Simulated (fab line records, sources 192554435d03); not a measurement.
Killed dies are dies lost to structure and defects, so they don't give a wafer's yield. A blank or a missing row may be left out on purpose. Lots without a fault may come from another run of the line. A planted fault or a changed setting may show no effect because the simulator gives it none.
fab line records | flow n5_finfet
record lots=12 wafers=33 last_day=18
route steps=1938 shown BEOL_M0_SAQP@690 BEOL_M0_CUTY@708 BEOL_M4@1111 PASSIVATION@1936
lots that met no fault: from a run of the same line without faults
start_h: hours from the record's first day to the start of the lot's first wafer shown | wait_h: hours since the lot's step before | " the same as in the row above | L1.1+2: a row that stands for several wafers | - no value, or no start given | * or withheld: withheld | < > ~ a bound
route shown NAME@n: a module of which the file shows steps, and the number in the route of the first | usual: mean/standard deviation of fault-free wafers | same: alike in all rows | chamber/n: place in a boat | sites: the reading at each site | _std_site: their standard deviation | _edge_site: outer sites' mean less inner sites' | radius_mm: how far each site lies from the wafer's centre | mask NAME#n: copy n | behind: the tool/chamber that last shaped the wafer | hold: why the lot was held/for how many hours/how that ended | device: the transistor (n, p or np) that didn't switch | end of line: the same wafers' tests at the end of the route | a step without rows: its recipe alone | killed: dies lost to structure and defects at the first sort, not the wafer's yield | map: a wafer's dies, x killed, . not, _ none there
set.NAME: the setting as run; set.NAME@STEP: as run at that earlier step | model.NAME: the simulator's own value behind a step, which no gauge read
steps of the route over a sample of lots; a table a step, a row a wafer
services: from which hour (start_h, from the record's first day; less than 0 if before it) a tool's chamber was out of use, for how many hours, and why
## steps
# step N5_BEOL_M0_SAQP_OVL_MEAS_41
# recipe points_per_wafer=522
# usual M0_CUT1_OVL=0.0/0.78
# columns lot.wafer tool chamber start_h wait_h M0_CUT1_OVL[nm]
L578.2 overlay-01 0 136.25 0.0 -1.0
L578.3 " 0 " " 0.2
L578.5 " 0 " " -1.0
L580.4 overlay-02 0 138.78 0.0 -1.2
L580.5 " 0 " " -0.5
L580.6 " 0 " " -0.9
L581.2 overlay-02 0 138.97 0.0 0.2
L581.3 " 0 " " 0.0
L581.6 " 0 " " 0.0
L582.2 overlay-02 0 142.77 0.0 -0.2
L582.3 " 0 " " 0.1
L582.4 " 0 " " -0.3
L591.1 overlay-01 0 196.02 0.0 -1.1
L591.3 " 0 " " -0.6
L591.4 " 0 " " 0.7
L593.1 overlay-02 0 207.26 0.0 0.7
L593.2 " 0 " " 0.2
L594.1 overlay-02 0 214.75 0.0 -0.6
L594.3 " 0 " " 0.5
L594.6 " 0 " " 0.0
L595.1 overlay-01 0 224.11 0.0 -1.4
L595.4 " 0 " " -0.7
L595.5 " 0 " " -0.6
L596.4 overlay-01 0 227.68 0.0 1.3
L596.6 " 0 " " 0.6
L598.2 overlay-02 0 243.26 0.0 0.2
L598.4 " 0 " " 1.5
L598.5 " 0 " " -0.4
L600.2 overlay-01 0 255.36 0.0 -0.6
L600.3 " 0 " " 0.7
L600.5 " 0 " " 0.8
L599.4 overlay-02 0 260.43 0.0 0.0
L599.6 " 0 " " 0.4
# step N5_BEOL_M0_SAQP_ALD_48
# recipe material=SiO2 target_thk_a=200 temp_c=100 ald_precursor_family=BDEAS ald_co_reactant=O2-plasma pulse_time_s=1 co_reactant_pulse_time_s=1 purge_time_s=2 co_reactant_purge_time_s=2 ald_cycles=139 pressure_torr=2
# usual ald_cycles=139/0 chamber_pressure_Torr=2.000/0.0049 heater_power_outer_w=40/3.5 heater_power_w=76/7.2 precursor_pulse_height_rel=1.000/0.019
# columns lot.wafer tool chamber start_h wait_h ald_cycles chamber_pressure_Torr heater_power_outer_w heater_power_w precursor_pulse_height_rel
L578.2 ald_sin-03 0 137.17 0.6 139 1.996 43 77 0.991
L578.3 " 3 " " 139 2.000 39 69 0.991
L578.5 " 2 " " 139 1.999 37 83 1.027
L580.4 ald_sin-02 0 139.13 0.0 - - - - -
L580.5 " 3 " " - - - - -
L580.6 " 0 " " - - - - -
L581.2 ald_sin-03 1 139.51 0.2 - - - - -
L581.3 " 0 " " - - - - -
L581.6 " 1 " " - - - - -
L582.2 ald_sin-01 1 143.19 0.0 - - - - -
L582.3 " 0 " " - - - - -
L582.4 " 3 " " - - - - -
L591.1 ald_sin-03 0 196.54 0.2 139 2.003 42 78 1.001
L591.3 " 3 " " 139 1.995 40 69 0.965
L591.4 " 1 " " 139 1.992 43 79 1.011
L593.1 ald_sin-02 2 208.05 0.4 139 2.002 32 66 1.014
L593.2 " 3 " " 139 2.003 42 88 0.975
L594.1 ald_sin-01 1 215.18 0.1 139 2.003 38 73 1.002
L594.3 " 0 " " 139 2.000 45 87 0.970
L594.6 " 3 " " 139 1.999 41 83 1.000
L595.1 ald_sin-02 2 224.49 0.0 139 2.003 31 65 0.996
L595.4 " 3 " " 139 2.000 42 90 1.009
L595.5 " 0 " " 139 1.993 39 69 1.002
L596.4 ald_sin-03 3 228.36 0.4 139 1.993 40 69 0.990
L596.6 " 0 " " 139 2.001 43 79 1.012
L598.2 ald_sin-03 3 243.72 0.1 139 2.000 39 68 0.994
L598.4 " 0 " " 139 2.005 44 77 1.062
L598.5 " 1 " " 139 2.002 43 78 1.025
L600.2 ald_sin-01 3 255.90 0.0 139 2.000 41 85 1.008
L600.3 " 0 " " 139 2.002 45 89 1.038
L600.5 " 1 " " 139 1.995 38 74 0.998
L599.4 ald_sin-03 1 261.21 0.4 139 1.998 43 79 1.033
L599.6 " 2 " " 139 1.996 37 85 0.987
# step N5_BEOL_M0_CUTY_CD_MEAS_57
# recipe target_cd_nm=200 landing_energy_ev=500 detector=se_inlens polarity=line
# usual cd_nm=200.2/0.87
# columns lot.wafer tool chamber start_h wait_h cd_nm
L578.2 cd_sem-02 0 138.22 - 199.4
L578.3 " 0 " " 200.6
L578.5 " 0 " " 199.8
L591.1 cd_sem-02 0 197.56 - 199.2
L591.3 " 0 " " 199.7
L591.4 " 0 " " 199.6
L593.1 cd_sem-01 0 208.95 - 201.7
L593.2 " 0 " " 200.9
L594.1 cd_sem-03 0 216.07 - 199.5
L594.3 " 0 " " 200.1
L594.6 " 0 " " 199.9
L595.1 cd_sem-03 0 225.38 - 201.0
L595.4 " 0 " " 201.1
L595.5 " 0 " " 200.7
L596.4 cd_sem-03 0 229.01 - 199.1
L596.6 " 0 " " 199.0
L598.2 cd_sem-01 0 244.74 - 200.4
L598.4 " 0 " " 200.4
L598.5 " 0 " " 200.8
L600.2 cd_sem-02 0 256.88 - 200.3
L600.3 " 0 " " 199.7
L600.5 " 0 " " 199.4
L599.4 cd_sem-02 0 261.98 - 198.7
L599.6 " 0 " " 198.5
# step N5_BEOL_M0_CUTY_INSPECT_59
# recipe mode=adi inspect_instrument=macro
# usual raw_defect_count=1.9/1.3
# columns lot.wafer tool chamber start_h wait_h raw_defect_count
L578.2 defect_inspect-01 - 138.28 0.0 1
L578.3 " - " " 1
L578.5 " - " " 1
L591.1 defect_inspect-02 - 197.61 0.0 4
L591.3 " - " " 1
L591.4 " - " " 2
L593.1 defect_inspect-01 - 209.00 0.0 0
L593.2 " - " " 5
L594.1 defect_inspect-02 - 216.13 0.0 4
L594.3 " - " " 0
L594.6 " - " " 4
L595.1 defect_inspect-02 - 225.43 0.0 0
L595.4 " - " " 4
L595.5 " - " " 2
L596.4 defect_inspect-02 - 229.06 0.0 2
L596.6 " - " " 1
L598.2 defect_inspect-01 - 244.79 0.0 4
L598.4 " - " " 1
L598.5 " - " " 1
L600.2 defect_inspect-01 - 256.93 0.0 2
L600.3 " - " " 3
L600.5 " - " " 3
L599.4 defect_inspect-01 - 262.03 0.0 1
L599.6 " - " " 3
# step N5_BEOL_M4_RC_MEAS_101
# usual DIBL_N=36.0/1.7 DIBL_P=36.2/2.3 IOFF_N=0.16/0.03 IOFF_P=0.21/0.036 ION_N=679/11 ION_P=465/7.1 SS_N=71.4/0.58 SS_P=73.3/0.75 VT_N=249/3.1 VT_P=-251/3.5
# columns lot.wafer tool chamber start_h wait_h DIBL_N[mV/V] DIBL_P[mV/V] IOFF_N[nA/um] IOFF_P[nA/um] ION_N[uA/um] ION_P[uA/um] SS_N[mV/dec] SS_P[mV/dec] VT_N[mV] VT_P[mV]
L578.2 prober-01 0 189.24 0.2 33.9 33.3 0.14 0.19 673 461 71.0 73.1 248 -250
L578.3 " 0 " " 32.7 31.5 0.12 0.17 665 459 70.9 72.2 252 -253
L578.5 " 0 " " 35.4 35.5 0.15 0.21 683 467 70.4 72.8 249 -249
L591.1 prober-02 0 260.33 0.0 36.4 36.9 0.16 0.22 679 467 71.7 73.8 252 -250
L591.3 " 0 " " 35.0 34.7 0.14 0.18 657 456 71.7 72.3 252 -252
L591.4 " 0 " " 39.0 40.1 0.22 0.26 684 472 71.9 74.4 246 -248
L594.1 prober-01 0 267.34 0.0 36.2 35.9 0.15 0.17 675 463 70.9 73.1 249 -255
L594.3 " 0 " " 34.1 33.0 0.11 0.14 664 456 71.0 72.5 254 -258
L594.6 " 0 " " 34.0 33.6 0.11 0.15 664 462 70.4 71.6 254 -254
L593.1 prober-02 0 271.07 0.0 38.0 38.0 0.19 0.21 692 463 71.9 74.0 247 -252
L593.2 " 0 " " 36.3 36.3 0.15 0.19 671 458 71.0 74.1 254 -255
L595.1 prober-02 0 280.22 0.0 39.7 41.2 0.23 0.28 703 477 72.0 73.9 244 -247
L595.4 " 0 " " 36.6 37.7 0.15 0.22 672 469 71.9 73.8 249 -250
L595.5 " 0 " " 36.5 37.4 0.15 0.20 681 469 71.9 72.5 249 -250
L596.4 prober-02 0 284.02 0.5 36.7 39.3 0.20 0.22 691 467 71.7 73.9 244 -252
L596.6 " 0 " " 34.3 35.5 0.14 0.16 679 456 71.2 72.3 250 -255
L598.2 prober-01 0 313.77 0.2 37.9 36.6 0.17 0.21 691 463 71.6 73.4 248 -250
L598.4 " 0 " " 38.5 37.6 0.20 0.24 696 469 71.7 74.8 245 -247
L598.5 " 0 " " 37.8 37.1 0.19 0.22 703 470 71.1 73.7 245 -249
L600.2 prober-01 0 316.38 0.2 37.0 37.6 0.16 0.22 687 469 71.7 73.4 250 -251
L600.3 " 0 " " 36.6 37.2 0.17 0.22 683 462 71.3 73.8 247 -252
L600.5 " 0 " " 38.6 39.7 0.20 0.27 688 470 72.0 74.9 245 -249
L599.4 prober-02 0 321.31 0.5 40.8 43.6 0.28 0.32 701 481 72.3 74.5 241 -247
L599.6 " 0 " " 36.5 37.9 0.16 0.22 672 462 72.2 72.9 253 -250
# step N5_PASSIVATION_PROBE_49
# usual defect_limited_yield=91.3/1.5 killed_at_M0_to_M3=31/11 killed_at_M4_up=14/5.1 killed_at_contacts=12/5.6 killed_at_front_end=42/12 killed_at_other=3.8/2.9 killed_dies=103/18 killed_on_rim=14/4.5 killed_open=67/14 killed_short=33/8 sort_bin_4_leakage=0.00/0.0073 sort_bin_5_function=5.1/1 sort_bin_6_memory=3.2/0.75 sort_n_pass=1077/18 sort_yield_pct=91.3/1.5
# same gross_dies=1180 killed_at_back_side=0 sort_bin_8_speed[%]=0
# columns lot.wafer tool chamber start_h wait_h defect_limited_yield[%] killed_at_M0_to_M3 killed_at_M4_up killed_at_contacts killed_at_front_end killed_at_other killed_dies killed_on_rim killed_open killed_short sort_bin_4_leakage[%] sort_bin_5_function[%] sort_bin_6_memory[%] sort_n_pass sort_yield_pct[%]
L580.4 prober-02 - 305.48 0.2 0 1171 1 1 7 0 1180 152 11 6 0 73.3 3.5 0 0
L580.5 prober-02 - 305.53 0.2 0 1166 4 1 9 0 1180 152 15 5 0 73.3 2.1 0 0
L580.6 prober-02 - 305.58 0.3 0 1167 2 0 11 0 1180 152 7 9 0 72.5 2.6 0 0
L581.2 prober-02 - 314.68 0.1 0 1159 3 1 17 0 1180 152 20 7 0 71.4 2.8 0 0
L581.3 prober-02 - 314.73 0.2 0 1159 4 3 14 0 1180 152 17 8 0 73.1 2.7 0 0
L581.6 prober-02 - 314.88 0.3 0 1162 3 0 15 0 1180 152 18 12 0 72.6 3.4 0 0
L582.2 prober-02 - 315.87 0.1 0 1160 5 7 8 0 1180 152 14 7 0 70.7 2.7 0 0
L582.3 prober-02 - 315.92 0.1 0 1170 5 2 3 0 1180 152 11 4 0 71.9 3.4 0 0
L582.4 prober-02 - 315.97 0.2 0 1162 6 0 12 0 1180 152 17 6 0 74.6 2.9 0 0
L591.1 prober-01 - 379.42 0.0 91.7 20 10 20 45 3 98 13 69 28 0 4.7 3.6 1082 91.7
L591.3 prober-01 - 379.52 0.1 89.2 38 14 18 56 1 127 21 104 23 0 5.8 4.5 1053 89.2
L591.4 prober-01 - 379.57 0.2 90.7 35 9 25 35 6 110 12 74 35 0 6.1 3.1 1070 90.7
L594.1 prober-02 - 380.43 0.0 92.9 18 10 7 44 5 84 10 55 29 0 3.7 3.1 1096 92.9
L594.3 prober-02 - 380.53 0.1 92.3 43 12 3 28 5 91 8 54 33 0 5.0 1.9 1089 92.3
L593.1 prober-02 - 384.22 0.0 87.7 48 5 13 77 2 145 24 97 38 0 7.5 4.0 1035 87.7
L593.2 prober-02 - 384.27 0.1 90.8 40 10 9 46 3 108 9 68 39 0 5.3 3.6 1072 90.8
L596.4 prober-02 - 386.04 0.2 93.1 16 14 5 38 8 81 9 55 26 0 3.9 2.8 1099 93.1
L596.6 prober-02 - 386.14 0.3 93.9 12 21 9 26 4 72 13 47 19 0 3.6 1.8 1108 93.9
# killed by level:class
L580.4 BEOL_M0_SAQP:lost_pattern=1159 BEOL_M0_SAQP:area_ald=4 BEOL_M0_SAQP:geometric_particle:open=3 BEOL_M0_SAQP:geometric_particle:short=2 FIN_SAQP:geometric_particle:open=1 DUMMY_GATE:geometric_particle:open=1 ILD0:geometric_particle:short=1 GATE_CUT:geometric_particle:short=1
L580.5 BEOL_M0_SAQP:lost_pattern=1158 FIN_SAQP:geometric_particle:open=4 STARTING-WAFER:geometric_particle:open=3 BEOL_M2:geometric_particle:open=2 BEOL_M4:geometric_particle:open=2 BEOL_M4:geometric_particle:short=2 BEOL_M0_SAQP:area_ald=2 FIN_SAQP:geometric_particle:short=1
L580.6 BEOL_M0_SAQP:lost_pattern=1157 BEOL_M0_SAQP:area_ald=7 FIN_SAQP:geometric_particle:short=4 STARTING-WAFER:geometric_particle:short=2 FIN_SAQP:geometric_particle:open=1 FIN_CUT:geometric_particle:open=1 STI_FIN_REVEAL:geometric_particle:short=1 STI_FIN_REVEAL:geometric_particle:open=1
L581.2 BEOL_M0_SAQP:lost_pattern=1148 STI_FIN_REVEAL:geometric_particle:open=9 FIN_SAQP:geometric_particle:short=5 BEOL_M0_SAQP:area_ald=5 BEOL_M0_SAQP:geometric_particle:open=3 BEOL_M1:geometric_particle:open=2 FIN_SAQP:geometric_particle:open=1 DUMMY_GATE:geometric_particle:open=1
L581.3 BEOL_M0_SAQP:lost_pattern=1149 BEOL_M0_SAQP:area_ald=6 STI_FIN_REVEAL:geometric_particle:open=3 MOL_CONTACT_COAG:geometric_particle:open=3 FIN_SAQP:geometric_particle:short=2 FIN_SAQP:geometric_particle:open=2 DUMMY_GATE:geometric_particle:open=2 STARTING-WAFER:geometric_particle:open=2
L581.6 BEOL_M0_SAQP:lost_pattern=1148 FIN_SAQP:geometric_particle:open=4 FIN_SAQP:geometric_particle:short=4 BEOL_M0_SAQP:geometric_particle:open=4 BEOL_M0_SAQP:geometric_particle:short=3 DUMMY_GATE:geometric_particle:open=2 BEOL_M2:geometric_particle:short=2 BEOL_M0_SAQP:area_ald=2
L582.2 BEOL_M0_SAQP:lost_pattern=1157 MOL_CONTACT_COAG:geometric_particle:open=6 STI_FIN_REVEAL:geometric_particle:open=2 ILD0:geometric_particle:short=2 BEOL_M6:geometric_particle:open=2 BEOL_M0_SAQP:area_ald=2 FIN_SAQP:geometric_particle:short=1 DUMMY_GATE:geometric_particle:open=1
L582.3 BEOL_M0_SAQP:lost_pattern=1162 BEOL_M4:geometric_particle:open=3 BEOL_M0_SAQP:area_ald=3 MOL_CONTACT_COAG:geometric_particle:open=2 BEOL_M1:geometric_particle:short=2 FIN_SAQP:geometric_particle:open=1 DUMMY_GATE:geometric_particle:open=1 DUMMY_GATE:geometric_particle:short=1
L582.4 BEOL_M0_SAQP:lost_pattern=1151 BEOL_M0_SAQP:area_ald=6 STI_FIN_REVEAL:geometric_particle:open=4 BEOL_M4:geometric_particle:open=3 FIN_SAQP:geometric_particle:open=2 DUMMY_GATE:geometric_particle:open=2 BEOL_M3:geometric_particle:open=2 DUMMY_GATE:geometric_particle:short=1
L591.1 MOL_CONTACT_COAG:geometric_particle:open=16 FIN_SAQP:geometric_particle:open=10 FIN_SAQP:geometric_particle:short=7 STI_FIN_REVEAL:geometric_particle:open=7 DUMMY_GATE:geometric_particle:open=6 BEOL_M2:geometric_particle:open=6 BEOL_M5:geometric_particle:open=6 MOL_CONTACT_COAG:geometric_particle:short=4
L591.3 MOL_CONTACT_COAG:geometric_particle:open=16 FIN_SAQP:geometric_particle:open=15 DUMMY_GATE:geometric_particle:open=14 BEOL_M0_SAQP:geometric_particle:open=11 STI_FIN_REVEAL:geometric_particle:open=9 BEOL_M1:geometric_particle:open=9 BEOL_M4:geometric_particle:open=7 BEOL_M2:geometric_particle:open=6
L591.4 MOL_CONTACT_COAG:geometric_particle:open=19 BEOL_M0_SAQP:geometric_particle:open=11 STI_FIN_REVEAL:geometric_particle:open=10 FIN_SAQP:geometric_particle:open=7 BEOL_M2:geometric_particle:open=6 MOL_CONTACT_COAG:geometric_particle:short=6 BEOL_M0_SAQP:geometric_particle:short=5 GATE_CUT:geometric_particle:short=4
L594.1 FIN_SAQP:geometric_particle:open=12 STI_FIN_REVEAL:geometric_particle:open=12 FIN_SAQP:geometric_particle:short=11 MOL_CONTACT_COAG:geometric_particle:open=5 BEOL_M0_SAQP:geometric_particle:short=4 BEOL_M1:geometric_particle:open=4 DUMMY_GATE:geometric_particle:open=3 BEOL_M3:geometric_particle:open=3
L594.3 BEOL_M3:geometric_particle:open=10 BEOL_M0_SAQP:geometric_particle:short=8 BEOL_M1:geometric_particle:open=7 FIN_SAQP:geometric_particle:short=6 BEOL_M2:geometric_particle:open=6 BEOL_M0_SAQP:geometric_particle:open=5 FIN_SAQP:geometric_particle:open=4 GATE_CUT:geometric_particle:open=4
L593.1 STI_FIN_REVEAL:geometric_particle:open=29 BEOL_M3:geometric_particle:open=13 MOL_CONTACT_COAG:geometric_particle:open=11 BEOL_M2:geometric_particle:open=11 FIN_SAQP:geometric_particle:short=10 BEOL_M1:geometric_particle:open=9 HKMG_FIN:area_etch=9 FIN_SAQP:geometric_particle:open=6
L593.2 FIN_SAQP:geometric_particle:open=15 FIN_SAQP:geometric_particle:short=13 BEOL_M0_SAQP:geometric_particle:open=11 BEOL_M3:geometric_particle:open=8 MOL_CONTACT_COAG:geometric_particle:open=8 BEOL_M0_SAQP:geometric_particle:short=7 BEOL_M1:geometric_particle:open=7 GATE_CUT:geometric_particle:short=4
L596.4 STI_FIN_REVEAL:geometric_particle:open=13 FIN_SAQP:geometric_particle:short=9 BEOL_M0_SAQP:geometric_particle:open=7 MOL_CONTACT_COAG:geometric_particle:open=5 FIN_SAQP:geometric_particle:open=4 DUMMY_GATE:geometric_particle:open=4 BEOL_M0:geometric_particle:open=4 BEOL_M4:geometric_particle:open=4
L596.6 BEOL_M4:geometric_particle:open=14 MOL_CONTACT_COAG:geometric_particle:open=7 HKMG_FIN:area_etch=6 STI_FIN_REVEAL:geometric_particle:open=3 STARTING-WAFER:geometric_particle:open=3 BEOL_M0_SAQP:geometric_particle:open=3 BEOL_M0:geometric_particle:open=3 BEOL_M3:geometric_particle:short=3
## services
# columns tool chamber start_h hours kind
ald_sin-03 1 155.05 4.3 repair
ald_sin-01 - 178.60 14.0 pm
ald_sin-01 0 178.60 14.0 vent_cycle
ald_sin-01 1 178.60 14.0 vent_cycle
ald_sin-01 2 178.60 14.0 vent_cycle
ald_sin-01 3 178.60 14.0 vent_cycle
ald_sin-01 0 192.60 - clean
ald_sin-01 1 192.60 - clean
ald_sin-01 2 192.60 - clean
ald_sin-01 3 192.60 - clean
ald_sin-03 3 212.51 5.3 repair
ald_sin-03 1 221.01 18.6 repair
ald_sin-03 - 247.27 2.8 pm
ald_sin-02 - 248.91 2.8 pm
ald_sin-03 0 257.92 3.9 repair
## key
first_sign step=N5_BEOL_M0_SAQP_ALD_48 reading=tool_record direction=missing
effect step=N5_PASSIVATION_PROBE_49 reading=killed_at_M0_to_M3 direction=up sigmas=99+ usual=31 struck=1164
met_at N5_BEOL_M0_SAQP_ALD_48
struck_lots L580,L581,L582
later_rows_left_out L580.4,L580.5,L580.6,L581.2,L581.3,L581.6,L582.2,L582.3,L582.4
not_acting_at N5_BEOL_M0_SAQP_OVL_MEAS_41,N5_BEOL_M0_CUTY_CD_MEAS_57,N5_BEOL_M0_CUTY_INSPECT_59
onset_between 137.17 139.13
fault kind=skipped_step_whole tool=ald_sin-01,ald_sin-02,ald_sin-03 chamber=- onset_h=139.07 steps=N5_BEOL_M0_SAQP_ALD_48 scope=struck_lots_only
# later_rows_left_out: the simulator's readings of these wafers behind a module that went badly wrong aren't trusted and aren't shown, but for the sort
